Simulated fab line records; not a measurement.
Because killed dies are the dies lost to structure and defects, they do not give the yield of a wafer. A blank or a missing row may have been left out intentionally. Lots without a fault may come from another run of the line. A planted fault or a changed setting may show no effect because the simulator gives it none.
Matching of chambers + flow nand-harc + NHARC_A_STAIRCASE_ALD_415 on ald-hk-01: 4 sister chambers
The step deposits SiO2, target thk 30 nm, pulse time 6 s, ald cycles 300. 8 wafers are shown with their chamber, then 12 later ones without.

== WAFERS PAIRED WITH THEIR CHAMBERS ==
| wafer  | chamber | heater-power-w (W) | precursor-pulse-height-rel |
|--------|---------|--------------------|----------------------------|
| L083.4 | 2       | 429                | 0.996                      |
| L083.5 | 3       | 450                | 1.034                      |
| L085.4 | 3       | 460                | 0.997                      |
| L086.3 | 2       | 433                | 0.977                      |
| L086.6 | 0       | 526                | 0.987                      |
| L088.2 | 1       | 389                | 1.011                      |
| L088.5 | 0       | 518                | 1.003                      |
| L088.6 | 1       | 392                | 1.000                      |

== WAFERS WITH NO CHAMBER GIVEN ==
| wafer  | heater-power-w (W) | precursor-pulse-height-rel |
|--------|--------------------|----------------------------|
| L090.1 | 382                | 1.004                      |
| L090.3 | 540                | 0.986                      |
| L090.4 | 431                | 0.984                      |
| L091.2 | 455                | 1.008                      |
| L091.3 | 385                | 1.021                      |
| L091.4 | 438                | 0.995                      |
| L095.2 | 437                | 1.022                      |
| L095.4 | 389                | 0.999                      |
| L095.1 | 525                | 1.023                      |
| L095.3 | 439                | 1.017                      |
| L095.5 | 459                | 0.990                      |
| L095.6 | 544                | 0.995                      |

== THE CHAMBER EACH PASSED THROUGH ==
| wafer  | from the rows above     | in truth |
|--------|-------------------------|----------|
| L090.1 | 1                       | 1        |
| L090.3 | 0                       | 0        |
| L090.4 | 2                       | 2        |
| L091.2 | 3                       | 3        |
| L091.3 | 1                       | 1        |
| L091.4 | 2                       | 2        |
| L095.2 | can't be placed: 2 or 3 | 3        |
| L095.4 | 1                       | 1        |
| L095.1 | 0                       | 0        |
| L095.3 | can't be placed: 2 or 3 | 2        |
| L095.5 | 3                       | 3        |
| L095.6 | 0                       | 0        |
Correctly placed: 10 of 12. Unplaceable from these rows: 2, with the true chamber sitting among the candidates in 2. Number placed wrongly: 0.
How it was worked out, from the rows above alone: a wafer's distance from a chamber is the root of the sum, over the readings, of the square of ((its reading less the chamber's mean) divided by the reading's scatter). The wafer belongs to the nearest chamber; if the next one is less than 2 further off, it can't be placed. A chamber's mean is the mean of its shown wafers. The scatter is the square root of a quotient: the sum, over the shown wafers, of each reading's squared deviation from its chamber's mean, divided by wafers minus chambers.
